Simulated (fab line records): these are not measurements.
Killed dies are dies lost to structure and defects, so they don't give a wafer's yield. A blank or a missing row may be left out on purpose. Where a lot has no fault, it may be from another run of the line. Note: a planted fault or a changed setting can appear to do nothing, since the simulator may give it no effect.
fab line records	flow n5Finfet
[record] lots = 6	wafers = 18	lastDay = 18
route steps=1938 shown BEOL_M9@1448
lots with no fault: from the same line, run without faults
startH: start of the lot's first displayed wafer, in hours after the record's first day	waitH: hours elapsed since this lot's preceding step	" same as the row above	L1.1+2: one row covering several wafers at once	- no value present, or no start provided	* or withheld: withheld	< > ~ a bound
route shown NAME@n: NAME is a module with steps in the file, n the number in the route of the first one	usual: the fault-free wafers' mean and standard deviation	same: alike in all rows	chamber/n: place in a boat	sites: each site's reading	_std_site: standard deviation of those values	_edge_site: inner sites' mean taken away from outer sites' mean	radiusMm: how far each site lies from the wafer's centre	mask NAME#n: copy n	behind: tool/chamber where the wafer was last shaped	hold: cause of the lot's hold/its duration in hours/its outcome	device: whichever transistor did not switch (one of n, p or np)	end of line: the tests these same wafers got at the end of their route	a step with no rows: only its recipe	killed: dies that structure and defects cost at the first sort, which is not the same as the wafer's yield	map: the dies of a wafer, with x for killed, . for not killed, _ for no die there
set.NAME: setting as actually run; set.NAME@STEP: the setting as run at that earlier step	model.NAME: the simulator's own value behind a step, which no gauge read
lots at some steps of the route; a table a step, a row a wafer
services: a tool's chamber out of use, with start hour (startH, from the record's first day; less than 0 if before it), hours out, and reason
[[steps]]
[step N5_BEOL_M9_STRIP_80]
[recipe] chemistry = N2/H2	timeS = 10	powerW = 450	tempC = 40	pressureMtorr = 20	rfFrequencyHz = 6e+07	biasPowerW = 7	n2FlowSccm = 200	h2FlowSccm = 200
[usual] drypumpMotorCurrentA = 5.6/0.39	oesProductAu = 0.77/0.08	rfVppV = 59.0/0.9	showerheadPlenumPTorr = 2.52/0.081	throttleValvePct = 23.6/0.3
lot.wafer	tool	chamber	startH	waitH	drypumpMotorCurrentA	oesProductAu	rfHoursCounterH	rfVppV	showerheadPlenumPTorr	throttleValvePct
L613.1	rieDiel-04	1	-	-	5.9	0.67	240	58.0	2.61	23.6
L613.4	"	2	"	"	6.5	0.95	10	59.4	2.47	23.7
L613.5	"	0	"	"	5.6	0.82	-	59.7	2.47	23.7
L615.2	rieDiel-05	0	-	-	6.0	0.71	204	59.0	2.62	24.1
L615.5	"	1	"	"	5.5	0.72	-	58.0	2.41	23.9
L615.6	"	2	"	"	5.1	0.87	-	59.1	2.56	23.3
L621.1	rieDiel-04	2	-	-	6.5	0.93	20	60.1	2.47	23.7
L621.2	"	1	"	"	5.9	0.67	249	59.8	2.61	23.6
L621.6	"	0	"	"	5.6	0.81	-	58.3	2.47	23.7
L628.2	rieDiel-06	1	-	-	5.8	0.71	186	58.4	2.42	23.6
L628.3	"	2	"	"	5.9	0.68	239	58.7	2.60	23.6
L628.4	"	0	"	"	5.7	0.93	22	60.1	2.60	23.3
L629.1	rieDiel-05	2	-	-	5.1	0.83	82	59.4	2.56	23.3
L629.2	"	3	"	"	5.7	0.79	124	59.2	2.45	23.3
L629.4	"	0	"	"	6.0	0.69	232	60.2	2.61	24.1
L635.2	rieDiel-04	3	-	-	5.1	0.73	199	58.7	2.53	24.1
L635.3	"	0	"	"	5.6	0.78	115	58.5	2.45	23.8
L635.4	"	3	"	"	5.1	0.73	-	59.8	2.53	24.1
[step N5_BEOL_M9_OCD_MEAS_38]
[usual] trenchDepthNm = 150.9/2.4
lot.wafer	tool	chamber	startH	waitH	trenchDepthNm
L613.1	ocd-01	-	209.39	-	150.7
L613.4	"	-	"	"	155.7
L613.5	"	-	"	"	154.3
L615.2	ocd-02	-	214.87	-	146.4
L615.5	"	-	"	"	152.4
L615.6	"	-	"	"	151.4
L621.1	ocd-02	-	242.78	-	153.9
L621.2	"	-	"	"	150.5
L621.6	"	-	"	"	154.7
L628.2	ocd-01	-	296.70	-	148.9
L628.3	"	-	"	"	149.7
L628.4	"	-	"	"	152.9
L629.1	ocd-01	-	296.93	-	150.3
L629.2	"	-	"	"	150.9
L629.4	"	-	"	"	145.5
L635.2	ocd-01	-	361.46	-	149.3
L635.3	"	-	"	"	152.9
L635.4	"	-	"	"	149.9
[step N5_BEOL_M9_HM_STRIP_39]
[recipe] chemistry = peroxideTinStrip	material = TiN	targetDepthA = 250	tempC = 50	timeS = 158
[step N5_BEOL_M9_SRD_40]
[recipe] timeS = 30	tempC = 23	rinseLiquid = diw	dry = ipaMarangoni
[step N5_BEOL_M9_PRECLEAN_42]
[recipe] chemistry = residueRemover	timeS = 60	tempC = 40
[step N5_BEOL_M9_SRD_43]
[recipe] timeS = 30	tempC = 23	rinseLiquid = diw	dry = ipaMarangoni
[step N5_BEOL_M9_CD_MEAS_35]
[recipe] targetCdNm = 70	targetCdYNm = 40	polarity = opening
[usual] cdNm = 70.1/0.51
lot.wafer	tool	chamber	startH	waitH	cdNm
L613.1	cdSem-01	-	209.55	0.0	70.4
L613.4	"	-	"	"	70.9
L613.5	"	-	"	"	70.5
L615.2	cdSem-02	-	215.03	0.0	70.7
L615.5	"	-	"	"	69.8
L615.6	"	-	"	"	70.5
L621.1	cdSem-01	-	242.93	0.0	70.1
L621.2	"	-	"	"	70.6
L621.6	"	-	"	"	69.4
L628.2	cdSem-03	-	296.85	0.0	69.5
L628.3	"	-	"	"	68.9
L628.4	"	-	"	"	69.3
L629.1	cdSem-03	-	297.08	0.0	69.8
L629.2	"	-	"	"	69.7
L629.4	"	-	"	"	69.6
L635.2	cdSem-02	-	361.62	0.0	69.6
L635.3	"	-	"	"	69.8
L635.4	"	-	"	"	70.0
[step N5_BEOL_M9_CURE_72]
[recipe] tempC = 370	timeS = 120	ambient = DMADMS/He	material = SiCOH_lowk
[usual] lampPowerPct = 52.32/0.05	wafer_temp_C_max = 372.0/0.62
lot.wafer	tool	chamber	startH	waitH	lampPowerPct	wafer_temp_C_max
L613.1	uvCure-01	2	209.97	0.4	52.30	372.4
L613.4	"	2	"	"	52.31	371.1
L613.5	"	2	"	"	52.30	371.5
L615.2	uvCure-03	1	215.12	0.1	52.31	372.0
L615.5	"	1	"	"	52.28	370.9
L615.6	"	1	"	"	52.28	371.5
L621.1	uvCure-01	0	242.97	0.0	52.37	372.5
L621.2	"	0	"	"	52.39	371.8
L621.6	"	0	"	"	52.29	372.3
L628.2	uvCure-03	2	296.94	0.1	52.31	373.0
L628.3	"	2	"	"	52.33	372.6
L628.4	"	2	"	"	52.31	373.2
L629.1	uvCure-02	0	297.12	0.0	52.41	372.2
L629.2	"	0	"	"	52.29	371.5
L629.4	"	0	"	"	52.27	372.0
L635.2	uvCure-01	0	361.71	0.1	52.30	372.1
L635.3	"	0	"	"	52.32	372.5
L635.4	"	0	"	"	52.25	372.6
[step N5_BEOL_M9_DEGAS_44]
[recipe] ambient = vacuum	tempC = 250	timeS = 60
[step N5_BEOL_M9_PRE_CLEAN_45]
[recipe] gas = H2/He	timeS = 30	tempC = 250
[usual] heaterPowerW = 336/36
lot.wafer	tool	chamber	startH	waitH	heaterPowerW
L613.1	pvdSputter-02	-	211.15	0.0	329
L613.4	"	-	"	"	334
L613.5	"	-	"	"	340
L615.2	pvdSputter-01	-	215.50	0.0	337
L615.5	"	-	"	"	279
L615.6	"	-	"	"	334
L621.1	pvdSputter-03	-	243.43	0.0	400
L621.2	"	-	"	"	297
L621.6	"	-	"	"	398
L628.2	pvdSputter-03	-	297.57	0.0	405
L628.3	"	-	"	"	298
L628.4	"	-	"	"	269
L629.1	pvdSputter-02	-	297.74	0.0	367
L629.2	"	-	"	"	324
L629.4	"	-	"	"	345
L635.2	pvdSputter-03	-	363.32	0.0	305
L635.3	"	-	"	"	365
L635.4	"	-	"	"	408
[step N5_BEOL_M9_ALD_74]
[recipe] material = TaN	targetThkA = 20	tempC = 275	aldPrecursorFamily = PDMAT	aldCoReactant = NH3	pressureTorr = 3	carrierFlowSccm = 1500	pulseTimeS = 2	purgeTimeS = 3	coReactantPurgeTimeS = 2	coReactantPulseTimeS = 3	aldCycles = 40	precursorVesselTempC = 75	precursorVesselPressureTorr = 26.25	precursorVesselCarrierSccm = 1000
[usual] heaterPowerW = 414/39
[same] purgeTimeS = 3
lot.wafer	tool	chamber	startH	waitH	heaterPowerW
L613.1	aldMetal-02	3	211.21	0.0	386
L613.4	"	0	"	"	439
L613.5	"	2	"	"	363
L615.2	aldMetal-02	2	215.65	0.1	356
L615.5	"	0	"	"	445
L615.6	"	3	"	"	390
L621.1	aldMetal-03	2	243.50	0.0	422
L621.2	"	0	"	"	395
L621.6	"	1	"	"	385
L628.2	aldMetal-02	3	297.63	0.0	393
L628.3	"	2	"	"	350
L628.4	"	2	"	"	356
L629.1	aldMetal-03	3	297.81	0.0	411
L629.2	"	0	"	"	373
L629.4	"	1	"	"	383
L635.2	aldMetal-02	1	363.39	0.0	399
L635.3	"	0	"	"	433
L635.4	"	3	"	"	384
[step N5_BEOL_M9_SURFACE_TREAT_79]
[recipe] gas = Ar	timeS = *	ionEnergyEv = *	ionCurrentMaCm2 = 0.5	pressureMtorr = *	arFlowSccm = 30
[step N5_BEOL_M9_CVD_78]
[recipe] material = Co	targetThkA = 20	tempC = withheld	precursor = CCTBA/H2	pressureTorr = 30	timeS = 138.9
[usual] runLengthS = 162.2/0.45
lot.wafer	tool	chamber	startH	waitH	runLengthS
L613.1	cvdCo-02	2	212.28	0.3	162.1
L613.4	"	0	"	"	161.9
L613.5	"	1	"	"	162.3
L615.2	cvdCo-01	1	216.13	0.0	161.5
L615.5	"	2	"	"	162.3
L615.6	"	1	"	"	161.5
L621.1	cvdCo-01	2	243.87	0.0	162.5
L621.2	"	0	"	"	162.4
L621.6	"	2	"	"	162.3
L628.2	cvdCo-01	2	297.99	0.0	289.4
L628.3	"	1	"	"	162.0
L628.4	"	2	"	"	162.5
L629.1	cvdCo-01	1	298.30	0.0	161.7
L629.2	"	2	"	"	289.1
L629.4	"	1	"	"	161.6
L635.2	cvdCo-02	0	363.77	0.1	161.5
L635.3	"	1	"	"	162.1
L635.4	"	1	"	"	162.5
[step N5_BEOL_M9_SPUTTER_48]
[recipe] material = Cu	targetThkA = 120	tempC = -20	biasV = 60	powerW = 26000	chamberPressurePa = 0.13	timeS = 2
[usual] cathodeDcPowerW = 26000/4.8	throttleValvePct = 30.8/0.79
lot.wafer	tool	chamber	startH	waitH	cathodeDcPowerW	throttleValvePct
L613.1	pvdSputter-03	-	212.43	0.1	25998	29.5
L613.4	"	-	"	"	26003	30.6
L613.5	"	-	"	"	26001	30.4
L615.2	pvdSputter-02	-	216.25	0.1	25997	31.4
L615.5	"	-	"	"	26001	31.1
L615.6	"	-	"	"	25996	32.3
L621.1	pvdSputter-01	-	244.05	0.1	25993	32.0
L621.2	"	-	"	"	26002	30.8
L621.6	"	-	"	"	26004	30.6
L628.2	pvdSputter-02	-	298.28	0.2	26002	31.2
L628.3	"	-	"	"	26011	31.1
L628.4	"	-	"	"	25999	32.2
L629.1	pvdSputter-02	-	298.44	0.1	26006	32.2
L629.2	"	-	"	"	26001	31.2
L629.4	"	-	"	"	25998	30.2
L635.2	pvdSputter-03	-	363.88	0.1	26005	30.6
L635.3	"	-	"	"	25990	29.5
L635.4	"	-	"	"	26001	29.9
[[services]]
tool	chamber	startH	hours	kind
aldMetal-03	0	200.79	3.8	repair
aldMetal-03	-	209.31	2.8	pm
uvCure-03	-	213.10	1.4	repair
aldMetal-03	1	214.47	7.8	repair
cvdCo-02	-	225.46	0.6	repair
aldMetal-02	1	229.45	7.2	repair
uvCure-02	-	231.35	0.9	repair
uvCure-01	-	234.10	7.5	pm
uvCure-03	-	244.42	7.1	pm
aldMetal-03	-	248.90	1.1	repair
uvCure-02	-	260.00	7.5	pm
aldMetal-03	3	261.07	3.2	repair
uvCure-01	-	271.15	0.8	repair
uvCure-02	-	283.03	0.3	repair
rieDiel-04	-	284.96	14.6	pm
aldMetal-02	0	296.44	26.8	repair
aldMetal-03	-	319.65	0.3	repair
uvCure-02	-	323.36	7.1	pm
rieDiel-04	1	335.55	41.2	repair
aldMetal-03	-	337.25	14.0	pm
uvCure-01	-	341.82	2.8	pm
pvdSputter-02	-	347.06	1.0	repair
aldMetal-02	-	347.97	14.6	pm
cvdCo-01	-	350.63	0.7	repair
[[key]]
[firstSign] step = N5_BEOL_M9_CVD_78	reading = runLengthS	direction = up	sigmas = 99+	usual = *	struck = *
effect none on later readings
metAt N5_BEOL_M9_CVD_78
struckWafers L628.2,L629.2
onsetBetween 243.87 297.99
[fault] kind = processParameterDrift	tool = cvdCo-01	chamber = -	onsetH = 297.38	steps = N5_BEOL_M9_CVD_78	channel = timeS	offset = *	shape = step	endH = 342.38	scope = struckWafersOnly	actsIn = *	stated = *
